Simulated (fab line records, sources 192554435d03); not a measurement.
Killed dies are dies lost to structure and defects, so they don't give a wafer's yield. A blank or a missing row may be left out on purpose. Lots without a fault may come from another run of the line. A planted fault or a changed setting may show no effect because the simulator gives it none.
Which tool did it? | flow n5_finfet | 24 lots, 72 wafers sampled, at 5 steps of a route of 1938

WHAT THE GAUGES READ, wafer by wafer
N5_BEOL_M0_RS_MEAS_126: measures by four-point-probe.
lot  | measured     | on            | M0_RS (ohm/sq)
L074 | day 6 10:28  | film_metro-02 | 0.502 0.513 0.515
L075 | day 6 10:41  | film_metro-02 | 0.531 0.514 0.516
L077 | day 6 19:44  | film_metro-02 | 0.530 0.526 0.531
L076 | day 6 23:38  | film_metro-02 | 0.510 0.553 0.531
L078 | day 7 00:29  | film_metro-02 | 0.547 0.525 0.540
L080 | day 7 15:59  | film_metro-01 | 0.542 0.532 0.485
L082 | day 7 19:19  | film_metro-01 | 0.553 0.553 0.521
L079 | day 7 20:04  | film_metro-02 | 0.532 0.526 0.491
L081 | day 7 23:00  | film_metro-01 | 0.554 0.493 0.502
L083 | day 8 02:43  | film_metro-02 | 0.571 0.561 0.555
L084 | day 8 14:18  | film_metro-01 | 0.545 0.539 0.515
L085 | day 8 23:31  | film_metro-01 | 0.570 0.554 0.537
L086 | day 9 02:07  | film_metro-01 | 0.549 0.502 0.507
L087 | day 9 04:15  | film_metro-02 | 0.535 0.549 0.535
L088 | day 9 10:42  | film_metro-01 | 0.543 0.524 0.537
L089 | day 9 14:52  | film_metro-02 | 0.543 0.531 0.534
L090 | day 10 02:59 | film_metro-01 | 0.577 0.560 0.570
L091 | day 10 05:44 | film_metro-02 | 0.494 0.515 0.520
L092 | day 10 13:50 | film_metro-01 | 0.518 0.542 0.509
L093 | day 10 16:07 | film_metro-02 | 0.553 0.556 0.555
L094 | day 11 02:37 | film_metro-02 | 0.558 0.530 0.532
L096 | day 11 09:37 | film_metro-01 | 0.529 0.568 0.526
L095 | day 11 16:22 | film_metro-02 | 0.554 0.535 0.538
L097 | day 11 17:53 | film_metro-02 | 0.534 0.526 0.538

N5_BEOL_M0_INSPECT_127: inspects for defects (darkfield).
lot  | measured     | on                | raw_defect_count
L074 | day 6 10:29  | defect_inspect-02 | 70 82 88
L075 | day 6 10:42  | defect_inspect-01 | 119 77 64
L077 | day 6 19:46  | defect_inspect-02 | 32 63 34
L076 | day 6 23:40  | defect_inspect-01 | 58 76 33
L078 | day 7 00:31  | defect_inspect-01 | 83 37 43
L080 | day 7 16:01  | defect_inspect-02 | 74 47 64
L082 | day 7 19:20  | defect_inspect-01 | 93 133 74
L079 | day 7 20:06  | defect_inspect-02 | 116 94 144
L081 | day 7 23:01  | defect_inspect-02 | 70 73 64
L083 | day 8 02:44  | defect_inspect-01 | 72 76 80
L084 | day 8 14:19  | defect_inspect-01 | 56 40 45
L085 | day 8 23:33  | defect_inspect-02 | 43 77 62
L086 | day 9 02:08  | defect_inspect-02 | 55 46 68
L087 | day 9 04:17  | defect_inspect-01 | 81 79 72
L088 | day 9 10:44  | defect_inspect-01 | 58 41 56
L089 | day 9 14:53  | defect_inspect-01 | 36 56 71
L090 | day 10 03:01 | defect_inspect-01 | 72 81 125
L091 | day 10 05:46 | defect_inspect-02 | 60 89 60
L092 | day 10 13:52 | defect_inspect-01 | 57 70 59
L093 | day 10 16:08 | defect_inspect-01 | 60 47 39
L094 | day 11 02:38 | defect_inspect-01 | 103 66 71
L096 | day 11 09:39 | defect_inspect-02 | 39 44 57
L095 | day 11 16:23 | defect_inspect-02 | 43 51 29
L097 | day 11 17:55 | defect_inspect-02 | 67 70 84

WHICH TOOL RAN EACH LOT (tool, then ch and the chambers of the sampled wafers, then the start)
lot  | N5_BEOL_M0_TRENCH_ETCH_107         | N5_BEOL_M0_STRIP_142               | N5_BEOL_M0_DEGAS_112
L074 | rie_diel-04 ch 1,2, day 6 06:52    | rie_diel-04 ch 1,2, day 6 06:53    | pvd_sputter-01, day 6 07:26
L075 | rie_diel-01 ch 1,2,3, day 6 06:56  | rie_diel-01 ch 1,2,3, day 6 06:58  | pvd_sputter-02, day 6 07:28
L077 | rie_diel-03 ch 0,3, day 6 17:14    | rie_diel-03 ch 0,3, day 6 17:16    | pvd_sputter-01, day 6 17:39
L076 | rie_diel-03 ch 1,2,3, day 6 19:39  | rie_diel-03 ch 1,2,3, day 6 19:40  | pvd_sputter-01, day 6 21:21
L078 | rie_diel-01 ch 1,3, day 6 21:33    | rie_diel-01 ch 1,3, day 6 21:34    | pvd_sputter-02, day 6 22:26
L080 | rie_diel-04 ch 2,3, day 7 10:25    | rie_diel-04 ch 2,3, day 7 10:27    | pvd_sputter-02, day 7 11:46
L082 | rie_diel-01 ch 1,2, day 7 15:31    | rie_diel-01 ch 1,2, day 7 15:32    | pvd_sputter-02, day 7 16:46
L079 | rie_diel-01 ch 0,1, day 7 15:57    | rie_diel-01 ch 0,1, day 7 15:58    | pvd_sputter-02, day 7 17:25
L081 | rie_diel-01 ch 2,3, day 7 19:32    | rie_diel-01 ch 2,3, day 7 19:34    | pvd_sputter-02, day 7 20:35
L083 | rie_diel-03 ch 1,3, day 8 00:00    | rie_diel-03 ch 1,3, day 8 00:01    | pvd_sputter-01, day 8 00:40
L084 | rie_diel-01 ch 1,2,3, day 8 11:11  | rie_diel-01 ch 1,2,3, day 8 11:12  | pvd_sputter-02, day 8 12:01
L085 | rie_diel-04 ch 0,2,3, day 8 18:13  | rie_diel-04 ch 0,2,3, day 8 18:14  | pvd_sputter-03, day 8 19:31
L086 | rie_diel-01 ch 1,2,3, day 8 22:13  | rie_diel-01 ch 1,2,3, day 8 22:14  | pvd_sputter-01, day 8 23:35
L087 | rie_diel-03 ch 0,2,3, day 9 00:59  | rie_diel-03 ch 0,2,3, day 9 01:00  | pvd_sputter-01, day 9 01:57
L088 | rie_diel-03 ch 1,2,3, day 9 05:58  | rie_diel-03 ch 1,2,3, day 9 06:00  | pvd_sputter-03, day 9 06:44
L089 | rie_diel-03 ch 0,1,3, day 9 09:42  | rie_diel-03 ch 0,1,3, day 9 09:43  | pvd_sputter-02, day 9 12:23
L090 | rie_diel-01 ch 1,2, day 9 22:02    | rie_diel-01 ch 1,2, day 9 22:03    | pvd_sputter-01, day 9 23:02
L091 | rie_diel-04 ch 1,3, day 10 01:43   | rie_diel-04 ch 1,3, day 10 01:44   | pvd_sputter-03, day 10 02:31
L092 | rie_diel-04 ch 0,2,3, day 10 09:03 | rie_diel-04 ch 0,2,3, day 10 09:04 | pvd_sputter-01, day 10 09:49
L093 | rie_diel-01 ch 0,1,2, day 10 12:32 | rie_diel-01 ch 0,1,2, day 10 12:33 | pvd_sputter-02, day 10 13:23
L094 | rie_diel-03 ch 0,1, day 10 22:56   | rie_diel-03 ch 0,1, day 10 22:58   | pvd_sputter-02, day 11 00:43
L096 | rie_diel-03 ch 0,1,3, day 11 04:25 | rie_diel-03 ch 0,1,3, day 11 04:27 | pvd_sputter-01, day 11 05:32
L095 | rie_diel-01 ch 0,3, day 11 10:31   | rie_diel-01 ch 0,3, day 11 10:32   | pvd_sputter-01, day 11 10:55
L097 | rie_diel-01 ch 0,1,2, day 11 14:53 | rie_diel-01 ch 0,1,2, day 11 14:55 | pvd_sputter-01, day 11 15:38
- N5_BEOL_M0_TRENCH_ETCH_107: etches SiOC in C4F6/O2, target depth 32.8 nm, time 16.4 s.
- N5_BEOL_M0_STRIP_142: strips in N2/H2, time 10 s.
- N5_BEOL_M0_DEGAS_112: time 60 s.

WHAT THE TOOLS THEMSELVES READ (means of the sampled wafers that have a number; where no wafer has one, the mark that the record gives instead)
N5_BEOL_M0_TRENCH_ETCH_107.
lot  | tool        | drypump_motor_current_A (A) | oes_product_au (a.u.) | rf_vpp_V (V) | showerhead_plenum_p_Torr (Torr) | throttle_valve_pct (%)
L074 | rie_diel-04 | 5.56                        | 0.70                  | 679          | 2.88                            | 20.89
L075 | rie_diel-01 | 5.68                        | 0.78                  | 700          | 2.89                            | 20.96
L077 | rie_diel-03 | 5.56                        | 0.74                  | 643          | 2.80                            | 20.82
L076 | rie_diel-03 | 5.80                        | 0.78                  | 649          | 2.82                            | 20.89
L078 | rie_diel-01 | 5.62                        | 0.81                  | 705          | 2.93                            | 20.84
L080 | rie_diel-04 | 5.35                        | 0.72                  | 681          | 2.93                            | 20.95
L082 | rie_diel-01 | 5.62                        | 0.79                  | 700          | 2.90                            | 21.15
L079 | rie_diel-01 | 5.62                        | 0.86                  | 684          | 2.92                            | 20.88
L081 | rie_diel-01 | 5.79                        | 0.71                  | 690          | 2.81                            | 20.92
L083 | rie_diel-03 | 5.73                        | 0.80                  | 639          | 2.76                            | 20.98
L084 | rie_diel-01 | 5.68                        | 0.76                  | 699          | 2.88                            | 20.99
L085 | rie_diel-04 | 5.50                        | 0.79                  | 679          | 2.87                            | 20.96
L086 | rie_diel-01 | 5.68                        | 0.75                  | 698          | 2.87                            | 20.99
L087 | rie_diel-03 | 5.72                        | 0.72                  | 651          | 2.83                            | 20.85
L088 | rie_diel-03 | 5.79                        | 0.76                  | 650          | 2.81                            | 20.91
L089 | rie_diel-03 | 5.65                        | 0.75                  | 641          | 2.77                            | 20.92
L090 | rie_diel-01 | 5.57                        | 0.80                  | 706          | 2.94                            | 21.07
L091 | rie_diel-04 | 5.46                        | 0.79                  | 680          | 2.86                            | 20.86
L092 | rie_diel-04 | 5.50                        | 0.88                  | 678          | 2.87                            | 20.87
L093 | rie_diel-01 | 5.63                        | 0.79                  | 678          | 2.86                            | 21.05
L094 | rie_diel-03 | 5.61                        | 0.72                  | 637          | 2.78                            | 20.96
L096 | rie_diel-03 | 5.65                        | 0.73                  | 641          | 2.76                            | 20.95
L095 | rie_diel-01 | 5.80                        | 0.84                  | 648          | 2.77                            | 20.71
L097 | rie_diel-01 | 5.63                        | 0.78                  | 678          | 2.86                            | 21.06

N5_BEOL_M0_STRIP_142.
lot  | tool        | bias_power_w (W) | drypump_motor_current_A (A) | n2_flow_sccm (sccm) | oes_product_au (a.u.) | rf_vpp_V (V) | showerhead_plenum_p_Torr (Torr) | throttle_valve_pct (%)
L074 | rie_diel-04 | 6.972            | 5.61                        | 199.9               | 0.69                  | 59.1         | 2.60                            | 23.91
L075 | rie_diel-01 | 7.006            | 5.69                        | 200.0               | 0.77                  | 59.4         | 2.58                            | 23.89
L077 | rie_diel-03 | 7.014            | 5.59                        | 199.4               | 0.75                  | 58.4         | 2.47                            | 23.34
L076 | rie_diel-03 | 7.011            | 5.81                        | 200.1               | 0.78                  | 59.0         | 2.50                            | 23.50
L078 | rie_diel-01 | 7.010            | 5.66                        | 200.2               | 0.81                  | 59.2         | 2.62                            | 23.76
L080 | rie_diel-04 | 6.993            | 5.37                        | 200.0               | 0.72                  | 60.0         | 2.64                            | 23.92
L082 | rie_diel-01 | 6.997            | 5.62                        | 200.3               | 0.79                  | 59.0         | 2.59                            | 24.07
L079 | rie_diel-01 | 7.021            | 5.62                        | 200.1               | 0.86                  | 60.2         | 2.61                            | 23.73
L081 | rie_diel-01 | 6.998            | 5.80                        | 200.2               | 0.70                  | 59.4         | 2.52                            | 23.86
L083 | rie_diel-03 | 7.006            | 5.76                        | 199.9               | 0.80                  | 58.2         | 2.43                            | 23.61
L084 | rie_diel-01 | 7.007            | 5.70                        | 200.9               | 0.75                  | 59.8         | 2.57                            | 23.91
L085 | rie_diel-04 | 6.999            | 5.50                        | 200.4               | 0.77                  | 59.6         | 2.58                            | 23.80
L086 | rie_diel-01 | 7.007            | 5.68                        | 200.2               | 0.75                  | 58.2         | 2.57                            | 23.92
L087 | rie_diel-03 | 7.005            | 5.71                        | 200.7               | 0.73                  | 59.1         | 2.51                            | 23.41
L088 | rie_diel-03 | 6.996            | 5.80                        | 200.2               | 0.77                  | 58.7         | 2.50                            | 23.53
L089 | rie_diel-03 | 7.021            | 5.65                        | 200.1               | 0.75                  | 58.3         | 2.45                            | 23.51
L090 | rie_diel-01 | 6.991            | 5.58                        | 200.7               | 0.81                  | 58.9         | 2.63                            | 23.97
L091 | rie_diel-04 | 6.987            | 5.47                        | 200.2               | 0.79                  | 59.7         | 2.59                            | 23.93
L092 | rie_diel-04 | 6.986            | 5.53                        | 200.2               | 0.88                  | 59.3         | 2.57                            | 23.76
L093 | rie_diel-01 | 6.986            | 5.64                        | 200.0               | 0.79                  | 58.6         | 2.55                            | 23.91
L094 | rie_diel-03 | 7.001            | 5.62                        | 200.2               | 0.72                  | 59.1         | 2.46                            | 23.61
L096 | rie_diel-03 | 7.005            | 5.67                        | 199.4               | 0.74                  | 58.0         | 2.44                            | 23.53
L095 | rie_diel-01 | 6.994            | 5.79                        | 200.4               | 0.85                  | 59.0         | 2.46                            | 23.53
L097 | rie_diel-01 | 7.005            | 5.66                        | 200.2               | 0.79                  | 58.8         | 2.55                            | 23.91

N5_BEOL_M0_DEGAS_112.
lot  | tool           | heater_power_w (W)
L074 | pvd_sputter-01 | 327
L075 | pvd_sputter-02 | 286
L077 | pvd_sputter-01 | 305
L076 | pvd_sputter-01 | 336
L078 | pvd_sputter-02 | 317
L080 | pvd_sputter-02 | 323
L082 | pvd_sputter-02 | 309
L079 | pvd_sputter-02 | 312
L081 | pvd_sputter-02 | 315
L083 | pvd_sputter-01 | 335
L084 | pvd_sputter-02 | 283
L085 | pvd_sputter-03 | 298
L086 | pvd_sputter-01 | 320
L087 | pvd_sputter-01 | 324
L088 | pvd_sputter-03 | 317
L089 | pvd_sputter-02 | 311
L090 | pvd_sputter-01 | 332
L091 | pvd_sputter-03 | 314
L092 | pvd_sputter-01 | 319
L093 | pvd_sputter-02 | 289
L094 | pvd_sputter-02 | 300
L096 | pvd_sputter-01 | 317
L095 | pvd_sputter-01 | 336
L097 | pvd_sputter-01 | 324

THE ANSWER, worked out from the rows above alone
Rule: what is usual is taken from the lots themselves. Put in order of their means at a reading, lots are off if they are a third of the lots or fewer, leave a main group of 4 or more, and stand apart from it by a gap of 3 or more times the standard deviation of the main group's means; of several such gaps the widest counts. A main group whose means are all the same, to the digits that the tables above print for the reading, isn't used. A lot without any number at a reading at which 4 lots or more have one is off too. The other lots that the step has rows for count as sound. The gauges are gone through in route order, then the tools' own readings, and for those a lot's mean is taken as printed above. The first step at which some lot is off is used, and at that step the reading that is off furthest; a lot without a number counts as furthest.
No lot is off at any reading shown: from this, nothing can be told.

WHAT THE SIMULATOR HAD PUT IN
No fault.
